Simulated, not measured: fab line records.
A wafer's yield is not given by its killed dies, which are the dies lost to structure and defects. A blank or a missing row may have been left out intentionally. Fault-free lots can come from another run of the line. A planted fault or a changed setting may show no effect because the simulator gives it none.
The tool behind it: which one? ; flow n5_finfet ; 9 lots with 27 wafers sampled at 6 steps, on a route of 1938 steps

## WHAT EACH GAUGE READ, for each wafer
N5_FIN_SAQP_CD_MEAS_31: the cd target is 8 nm. Usual: cd_nm at 8.10 nm, with a standard deviation of 0.19.
lot;measured;on;cd_nm (nm);flag
L315;day 2 02:23;cd_sem-02;8.29 8.06 8.07;
L318;day 2 19:46;cd_sem-02;8.15 7.95 7.95;
L324;day 4 09:23;cd_sem-02;7.76 8.17 7.85;
L326;day 4 19:42;cd_sem-03;7.89 8.01 8.03;
L327;day 5 02:27;cd_sem-03;8.24 7.74 8.20;
L328;day 5 08:12;cd_sem-01;8.58 8.11 8.19;
L336;day 7 08:16;cd_sem-01;8.19 7.91 8.21;
L337;day 7 13:38;cd_sem-02;8.23 7.89 8.15;
L338;day 7 19:14;cd_sem-02;8.19 8.24 7.80;

N5_FIN_SAQP_OCD_MEAS_76. Usual: trench_depth_nm at 120.2 nm, with a standard deviation of 1.3.
lot;measured;on;trench_depth_nm (nm);flag
L315;day 2 03:03;ocd-01;119.9 119.3 119.9;
L318;day 2 20:19;ocd-02;120.0 119.9 121.1;
L324;day 4 09:56;ocd-02;120.6 119.9 120.5;
L326;day 4 20:15;ocd-02;0.4 0.4 0;OFF
L327;day 5 03:01;ocd-02;0.1 0 0;OFF
L328;day 5 08:50;ocd-02;121.0 120.7 123.9;
L336;day 7 08:50;ocd-02;119.6 120.7 118.3;
L337;day 7 14:11;ocd-02;120.2 119.7 120.6;
L338;day 7 19:48;ocd-01;120.2 119.9 120.5;

N5_BEOL_M4_RC_MEAS_101. Usual: DIBL_N 36.3 mV/V, standard deviation 1.2; DIBL_P 36.3 mV/V, standard deviation 1.4; IOFF_N 0.160 nA/um, standard deviation 0.02; IOFF_P 0.210 nA/um, standard deviation 0.025; ION_N 675 uA/um, standard deviation 9.5; ION_P 462 uA/um, standard deviation 7; SS_N 71.5 mV/dec, standard deviation 0.53; SS_P 73.4 mV/dec, standard deviation 0.55; VT_N 249.5 mV, standard deviation 2.6; VT_P -250.1 mV, standard deviation 2.9.
lot;measured;on;DIBL_N (mV/V);DIBL_P (mV/V);IOFF_N (nA/um);IOFF_P (nA/um);ION_N (uA/um);ION_P (uA/um);SS_N (mV/dec);SS_P (mV/dec);VT_N (mV);VT_P (mV);flag
L315;day 9 03:32;prober-01;36.1 35.3 34.3;36.3 35.3 34.0;0.164 0.164 0.140;0.226 0.217 0.194;678 682 667;466 462 458;71.2 71.3 70.9;72.9 73.2 73.2;249.9 249.6 252.4;-248.1 -246.8 -250.2;
L318;day 9 18:59;prober-01;35.4 35.3 35.5;37.2 36.7 36.8;0.147 0.145 0.142;0.184 0.182 0.176;676 670 670;449 456 454;71.5 71.5 72.1;72.9 73.2 73.9;252.4 252.5 255.6;-253.0 -253.3 -251.6;
L324;day 11 07:54;prober-02;36.4 34.4 34.4;35.8 34.2 33.7;0.157 0.134 0.129;0.224 0.198 0.191;671 666 661;462 465 461;71.4 70.9 71.1;72.4 72.1 72.8;251.7 250.7 250.5;-247.5 -250.9 -251.9;
L328;day 13 02:29;prober-01;37.2 37.8 37.4;37.4 37.3 37.1;0.169 0.180 0.168;0.239 0.244 0.236;684 679 679;459 466 470;72.5 72.3 71.8;73.6 73.9 72.7;247.4 245.2 250.2;-250.6 -247.5 -246.4;
L336;day 15 08:37;prober-01;36.0 35.2 35.2;36.6 35.6 35.0;0.165 0.144 0.141;0.215 0.190 0.183;682 674 679;462 462 466;71.3 70.7 71.6;73.0 73.1 73.3;247.6 250.9 252.5;-251.8 -250.1 -251.1;
L337;day 16 03:17;prober-02;35.3 34.8 34.6;36.4 34.8 35.8;0.154 0.143 0.151;0.208 0.183 0.206;679 683 691;472 466 466;71.6 70.8 71.3;72.7 72.7 72.1;247.8 248.7 250.1;-249.9 -250.5 -247.9;
L338;day 15 20:00;prober-01;33.8 35.6 36.2;35.9 36.3 37.2;0.157 0.190 0.183;0.187 0.194 0.204;675 668 668;459 452 452;70.8 71.2 71.7;73.3 73.7 74.0;248.4 248.9 250.5;-252.7 -254.3 -252.4;

## EACH LOT AND THE TOOL THAT RAN IT (in order: tool; ch and the chambers of the sampled wafers; start)
lot;N5_FIN_SAQP_MANDREL2_REMOVE_60;N5_FIN_SAQP_ETCH_34;N5_FIN_SAQP_FIN_ETCH_36
L315;rie_si-06 ch 1,3, day 2 02:16;rie_diel-03 ch 0,2, day 2 02:33;rie_si-01 ch 0,2, day 2 02:47
L318;rie_si-01 ch 0,1,2, day 2 19:41;rie_diel-05 ch 2,3, day 2 19:52;rie_si-03 ch 0,1,2, day 2 20:05
L324;rie_si-03 ch 0,1, day 4 09:17;rie_diel-06 ch 0,2,3, day 4 09:30;rie_si-03 ch 2,3, day 4 09:43
L326;rie_si-03 ch 1,2,3, day 4 19:35;rie_diel-05 ch 0,2,3, day 4 19:49;rie_si-06 ch 0,1,2, day 4 20:02
L327;rie_si-01 ch 1,2,3, day 5 02:20;rie_diel-06 ch 0,1,2, day 5 02:34;rie_si-06 ch 1,2, day 5 02:47
L328;rie_si-03 ch 1,2, day 5 08:05;rie_diel-03 ch 1,2, day 5 08:23;rie_si-01 ch 0,1,3, day 5 08:35
L336;rie_si-06 ch 0,1,3, day 7 08:10;rie_diel-06 ch 0,2,3, day 7 08:23;rie_si-03 ch 0,2,3, day 7 08:37
L337;rie_si-01 ch 0,1, day 7 13:32;rie_diel-03 ch 1,3, day 7 13:45;rie_si-06 ch 0,2, day 7 13:58
L338;rie_si-03 ch 1,2,3, day 7 19:08;rie_diel-05 ch 0,3, day 7 19:22;rie_si-01 ch 0,2, day 7 19:35
- N5_FIN_SAQP_MANDREL2_REMOVE_60: chemistry HBr/Cl2/O2, target a-Si, stops on SiNx, bt time 10 s.
- N5_FIN_SAQP_ETCH_34: etches SiO2 in C4F6/O2, target depth 45 nm, time 15 s.
- N5_FIN_SAQP_FIN_ETCH_36: etches the open film in HBr/Cl2/O2, target depth 120 nm, time 50.4 s.

## AS READ BY THE TOOLS THEMSELVES (means over the sampled wafers that have a number; for cases with no such wafer, the mark the record gives instead)
N5_FIN_SAQP_MANDREL2_REMOVE_60. Usual: drypump_motor_current_A 5.8 A, standard deviation 0.38; oes_product_au 0.998 a.u., standard deviation 0.011; rf_fwd_power_W 596.7 W, standard deviation 2.2; throttle_valve_pct 36.66 %, standard deviation 0.27.
lot;tool;drypump_motor_current_A (A);oes_product_au (a.u.);rf_fwd_power_W (W);throttle_valve_pct (%);flag
L315;rie_si-06;5.6;0.996;598.4;36.79;
L318;rie_si-01;5.5;1.013;597.4;36.56;
L324;rie_si-03;6.0;0.995;594.3;36.61;
L326;rie_si-03;5.9;0.985;597.5;36.85;
L327;rie_si-01;5.7;1.000;595.1;36.77;
L328;rie_si-03;6.1;0.992;596.4;36.91;
L336;rie_si-06;5.8;0.994;596.6;36.57;
L337;rie_si-01;5.5;0.994;596.7;36.35;
L338;rie_si-03;5.9;0.996;596.9;36.85;

N5_FIN_SAQP_ETCH_34. Usual: C4F6_flow_sccm 10.004 sccm, standard deviation 0.027; O2_flow_sccm 9.997 sccm, standard deviation 0.03; drypump_motor_current_A 5.49 A, standard deviation 0.22; etch_rf_on_time_s 15.03 s, standard deviation 0.18; oes_product_au 0.68 a.u., standard deviation 0.071; rf_fwd_power_W 336.5 W, standard deviation 1; rf_vpp_V 668 V, standard deviation 5.1; showerhead_plenum_p_Torr 2.86 Torr, standard deviation 0.089; throttle_valve_pct 21.06 %, standard deviation 0.21.
lot;tool;C4F6_flow_sccm (sccm);O2_flow_sccm (sccm);drypump_motor_current_A (A);etch_rf_on_time_s (s);oes_product_au (a.u.);rf_fwd_power_W (W);rf_vpp_V (V);showerhead_plenum_p_Torr (Torr);throttle_valve_pct (%);flag
L315;rie_diel-03;9.966;9.991;5.56;14.85;0.68;337.1;662;2.72;21.00;
L318;rie_diel-05;10.003;10.027;5.70;15.18;0.60;335.8;671;2.90;21.08;
L324;rie_diel-06;9.967;9.996;5.37;15.08;0.67;336.8;670;2.82;21.04;
L326;rie_diel-05;10.014;9.988;5.54;15.11;0.71;336.5;668;2.91;21.04;
L327;rie_diel-06;10.020;9.974;5.57;14.92;0.67;336.8;669;2.83;20.88;
L328;rie_diel-03;9.991;10.000;5.51;15.01;0.76;337.3;670;2.81;20.76;
L336;rie_diel-06;10.008;10.002;5.37;14.93;0.65;336.8;670;2.81;21.09;
L337;rie_diel-03;10.039;10.001;5.35;14.88;0.76;337.1;669;2.89;21.05;
L338;rie_diel-05;9.985;9.989;5.27;14.90;0.69;336.5;663;2.94;21.20;

N5_FIN_SAQP_FIN_ETCH_36. Usual: HBr_flow_sccm 149.9 sccm, standard deviation 0.42; O2_flow_sccm 12.01 sccm, standard deviation 0.033; drypump_motor_current_A 5.8 A, standard deviation 0.35; oes_product_au 0.998 a.u., standard deviation 0.013; rf_fwd_power_W 795 W, standard deviation 3; throttle_valve_pct 35.98 %, standard deviation 0.28.
lot;tool;HBr_flow_sccm (sccm);O2_flow_sccm (sccm);drypump_motor_current_A (A);oes_product_au (a.u.);rf_fwd_power_W (W);throttle_valve_pct (%);flag
L315;rie_si-01;150.0;12.02;5.5;1.000;795;35.84;
L318;rie_si-03;150.3;12.00;6.0;0.996;796;36.08;
L324;rie_si-03;150.0;12.00;5.9;0.990;795;36.13;
L326;rie_si-06;-;-;-;-;-;-;OFF
L327;rie_si-06;-;-;-;-;-;-;OFF
L328;rie_si-01;149.9;12.01;5.6;1.005;797;35.83;
L336;rie_si-03;150.1;11.97;5.8;0.982;793;35.99;
L337;rie_si-06;149.9;11.99;6.3;1.002;794;35.70;
L338;rie_si-01;149.6;11.99;5.5;1.004;797;36.06;

## THE ANSWER, worked out from the rows above alone
Rule: lot off if the mean of its wafers having a number is beyond 3 standard deviations from the usual mean. Also off: a lot with no number at a reading for which 4 or more lots have one. Any other lot the step has rows for is counted as sound. Order of review: gauges by route order, followed by the tools' own readings, for which a lot's mean as printed above is used. At the first step where some lot is off, the reading lying furthest off is the one used; lots without a number count as furthest.
Off at N5_FIN_SAQP_OCD_MEAS_76 (trench_depth_nm): L326, L327.
If a tool, at a process step before that reading, ran all the lots that are off and no sound lot after the first of them, it fits. The gauges at N5_FIN_SAQP_OCD_MEAS_76 aren't tried: what is off there is off at N5_FIN_SAQP_FIN_ETCH_36 too, on other tools, and a gauge's error can't cause that. Of those tried, none fits.

## WHAT THE SIMULATOR HAD PUT IN
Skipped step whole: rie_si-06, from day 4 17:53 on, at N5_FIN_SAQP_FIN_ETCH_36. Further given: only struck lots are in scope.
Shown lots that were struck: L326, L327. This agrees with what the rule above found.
